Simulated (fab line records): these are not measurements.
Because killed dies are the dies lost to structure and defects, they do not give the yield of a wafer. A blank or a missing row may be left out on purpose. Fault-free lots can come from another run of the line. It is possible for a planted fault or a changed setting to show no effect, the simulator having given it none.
A lot that was struck, set against a sound lot + flow n5-finfet + 28 steps out of a route of 1938
Sound: these wafers, L157.1, L157.3, L157.5. Struck: wafer L146.2 (L146.1, L146.5, from the same lot, were not struck and are left out); the cause is given at the end.
At each step with rows: each side's tool, then ch and its chambers, then its first start. Under that, the readings that differ: sound wafers + struck wafers + difference of the means + sigmas: that difference in standard deviations of wafers without a fault.
alike: words and numbers the same on both sides, and readings whose means are apart by under 2 such deviations; not compared: readings that were withheld, readings missing a value for some wafer, numbers with overlapping values and no deviation given by the record, and bounds like >300 which may hide the same value.
Wherever a step has rows on one side only, a row that says differs or no value, or a row with sigmas, the two part there. Numbers that don't overlap but have no deviation are shown without sigmas and don't part them. A reading that every wafer of one side lacks parts them only if that side has two wafers or more.

first, 10 steps without rows for these wafers: N5_BEOL_M10_CURE_72 (cures SiCOH lowk, time 120 s); N5_BEOL_M10_DEGAS_44 (time 60 s); N5_BEOL_M10_PRE_CLEAN_45 (time 30 s); N5_BEOL_M10_ALD_74 (deposits TaN, target thk 2 nm, pulse time 2 s, purge time 3 s); N5_BEOL_M10_SURFACE_TREAT_76; N5_BEOL_M10_CVD_75 (deposits Co from CCTBA/H2, target thk 2 nm, time 138.9 s); N5_BEOL_M10_SPUTTER_48 (material Cu, target thk 12 nm, time 2 s); N5_BEOL_M10_ECD_50 (material Cu, target thk 318 nm); N5_BEOL_M10_ANNEAL_51 (time 90 s); N5_BEOL_M10_CMP_52 (polishes, stops on SiCOH lowk, t overpolish 7 s, target thk 140 nm).
N5_BEOL_M10_PRE_CLEAN_55: time 15 s.
  sound on pecvd-01 ch 0,1,2, day 17 20:44; struck on pecvd-03 ch 0,1,2, day 13 11:02
then, 1 step without rows for these wafers: N5_BEOL_M10_DEP_56 (deposits SiCN from 3MS/NH3, target thk 15 nm, time 26.5 s).
N5_BEOL_M10_INSPECT_58: inspects for defects (darkfield).
  sound: defect-inspect-02 at day 17 20:52; struck: defect-inspect-01 at day 13 11:10
| reading          | sound      | struck | difference | sigmas |
|------------------|------------|--------|------------|--------|
| raw-defect-count | 94 100 170 | 777    | +656       | +29    |
then, 12 steps without rows for these wafers: N5_BEOL_M11_ILD_DEP_00 (deposits SiCOH lowk from DEMS/porogen, target thk 308.51 nm, time 58 s); N5_BEOL_M11_CURE_71 (cures SiCOH lowk, time 240 s); N5_BEOL_M11_PECVD_70 (deposits SiO2 from TEOS/O2, target thk 20 nm, time 22.7 s); N5_BEOL_M11_HM_DEP_02 (deposits TiN, target thk 20 nm); N5_BEOL_M11_COAT_59 (time 60 s, resist thk 100 nm); N5_BEOL_M11_COAT_60 (time 60 s, resist thk 30 nm); N5_BEOL_M11_COAT_05 (resist thk 90 nm); N5_BEOL_M11_EBR_07; N5_BEOL_M11_SOFTBAKE_06 (time 60 s); N5_BEOL_M11_EXPOSE_08 (exposes mask M11); N5_BEOL_M11_PEB_09 (peb time 60 s); N5_BEOL_M11_DEVELOP_10 (develop time 30 s).
N5_BEOL_M11_INSPECT_13: inspects for defects (brightfield).
  sound: defect-inspect-02 at day 17 22:17; struck: defect-inspect-01 at day 13 13:38
| reading          | sound       | struck | difference | sigmas |
|------------------|-------------|--------|------------|--------|
| raw-defect-count | 501 448 675 | 998    | +457       | +5     |
then, 1 step without rows for these wafers: N5_BEOL_M11_DESCUM_16 (chemistry O2, time 7.9 s).
N5_PASSIVATION_PROBE_49:
  only the struck wafers here have rows in the record (prober-02, day 15 11:32); the sound ones have none

WHERE THEY PART
Last at N5_PASSIVATION_PROBE_49 as far as this record goes, first at N5_BEOL_M10_INSPECT_58.

WHY: whatever the simulator had introduced
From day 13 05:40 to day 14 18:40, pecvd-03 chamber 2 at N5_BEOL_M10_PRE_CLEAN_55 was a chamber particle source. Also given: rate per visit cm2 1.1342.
